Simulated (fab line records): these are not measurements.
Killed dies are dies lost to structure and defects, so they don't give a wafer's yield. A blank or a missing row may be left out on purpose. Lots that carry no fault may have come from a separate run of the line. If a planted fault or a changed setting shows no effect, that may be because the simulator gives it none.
Which tool did it?	flow nandHarc	Sampling: 12 lots, 36 wafers, 2 of 1302 route steps

WHAT THE GAUGES SHOWED, per wafer
NHARC_P_GATE_CD_MEAS_59 targets a cd of 720 nm.
lot	measured	on	cdNm (nm)
L075	day 5 20:37	cdSem-01	719.2 717.8 721.1
L077	day 6 21:14	cdSem-02	717.5 718.0 718.8
L079	day 7 19:34	cdSem-03	724.8 719.2 720.5
L081	day 8 14:29	cdSem-02	721.5 721.5 718.3
L083	day 9 16:50	cdSem-03	718.4 719.0 717.7
L085	day 10 10:20	cdSem-02	716.9 719.5 717.6
L087	day 10 19:37	cdSem-03	722.0 722.2 720.4
L089	day 12 04:25	cdSem-01	719.9 718.6 718.3
L091	day 12 16:10	cdSem-01	721.5 720.1 719.1
L093	day 13 10:51	cdSem-01	721.4 720.0 718.1
L095	day 14 02:55	cdSem-03	721.0 724.2 719.7
L097	day 15 01:55	cdSem-02	724.5 723.5 725.8

EACH LOT AND THE TOOL THAT RAN IT (in order: tool; ch and the chambers of the sampled wafers; start)
lot	NHARC_P_ZERO_WELL_DESCUM_39
L075	rieDiel-03 ch 0,3, day 2 10:14
L077	rieDiel-03 ch 0,1,3, day 3 06:19
L079	rieDiel-03 ch 0,3, day 4 02:19
L081	rieDiel-10 ch 1,2,3, day 4 22:52
L083	rieDiel-03 ch 0,3, day 5 18:45
L085	rieDiel-10 ch 0,1,2, day 6 14:24
L087	rieDiel-10 ch 2,3, day 7 10:26
L089	rieDiel-09 ch 1,2, day 8 09:08
L091	rieDiel-10 ch 0,1,2, day 9 02:19
L093	rieDiel-03 ch 1,2,3, day 9 22:10
L095	rieDiel-09 ch 0,2,3, day 10 18:17
L097	rieDiel-03 ch 1,3, day 11 14:09
- NHARC_P_ZERO_WELL_DESCUM_39: chemistry O2, time 3 s.

THE ANSWER, worked out from the rows above alone
Rule: usual is defined by the lots themselves. Put in order of their means at a reading, lots are off if they are a third of the lots or fewer, leave a main group of 4 or more, and stand apart from it by a gap of 3 or more times the standard deviation of the main group's means; of several such gaps the widest counts. If all means in a main group match to the digits the tables above print for the reading, that group is not used. A lot without any number at a reading at which 4 lots or more have one is off too. All remaining lots with rows at the step are treated as sound.
Across all readings shown, no lot is off: no conclusion can be drawn from this.

WHAT THE SIMULATOR PUT IN
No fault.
